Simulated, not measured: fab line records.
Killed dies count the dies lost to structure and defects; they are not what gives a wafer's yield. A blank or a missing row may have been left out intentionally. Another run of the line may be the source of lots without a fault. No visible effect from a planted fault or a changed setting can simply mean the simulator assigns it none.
Matching of chambers -- flow n5Finfet -- rieDiel-04 running N5_MOL_CONTACT_COAG_ETCH_106: 4 sister chambers
The step etches SOC in N2/H2, target depth 80 nm, overetch 16 nm, time 120 s. 16 wafers are shown with their chamber, then 8 later ones without.

## WAFERS WITH THEIR CHAMBER
wafer,chamber,showerheadPlenumPTorr (Torr),drypumpMotorCurrentA (A),throttleValvePct (%)
L075.1,1,2.62,6.5,18.0
L075.3,3,2.55,6.2,18.0
L075.6,2,2.56,6.1,18.3
L080.1,1,2.62,6.5,18.0
L080.4,0,2.63,6.3,17.9
L080.6,1,2.62,6.4,18.0
L085.2,2,2.55,6.1,18.3
L085.4,1,2.61,6.4,18.1
L085.5,2,2.55,6.1,18.3
L089.1,3,2.53,6.3,18.1
L089.3,0,2.62,6.3,17.9
L089.6,3,2.53,6.2,18.1
L091.1,3,2.53,6.2,18.1
L091.2,2,2.55,6.1,18.3
L091.6,0,2.62,6.3,18.0
L092.1,2,2.54,6.0,18.4

SIGNATURES (means of the wafers above)
reading,chamber 0,chamber 1,chamber 2,chamber 3,scatter within a chamber
showerheadPlenumPTorr,2.6233,2.6175,2.5500,2.5350,0.00731
drypumpMotorCurrentA,6.300,6.450,6.080,6.225,0.0461
throttleValvePct,17.933,18.025,18.320,18.075,0.0497
Rule: distance of a wafer from a chamber = root of the sum over the readings of ((wafer's reading minus chamber's mean) / reading's scatter) squared. The wafer belongs to the nearest chamber; if the next one is less than 2 further off, it can't be placed. The scatter: take each reading less its chamber's mean, square it, sum over the shown wafers, divide by the number of wafers less the number of chambers, and take the root.

## WAFERS WITH NO CHAMBER GIVEN
wafer,showerheadPlenumPTorr (Torr),drypumpMotorCurrentA (A),throttleValvePct (%)
L092.2,2.62,6.3,18.0
L092.3,2.61,6.5,18.1
L093.3,2.62,6.3,18.0
L093.4,2.62,6.3,18.0
L093.6,2.53,6.2,18.1
L095.1,2.53,6.2,18.1
L095.4,2.61,6.5,17.7
L095.5,2.61,6.3,18.0

## THE CHAMBER EACH PASSED THROUGH
wafer,from the rows above,in truth
L092.2,can't be placed: 0 or 1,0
L092.3,1,1
L093.3,can't be placed: 0 or 1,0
L093.4,can't be placed: 0 or 1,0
L093.6,3,3
L095.1,3,3
L095.4,can't be placed: 0 or 1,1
L095.5,can't be placed: 0 or 1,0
3 of 8 placed correctly. Unplaceable from these rows: 5, with the true chamber sitting among the candidates in 5. Placed wrongly: 0.
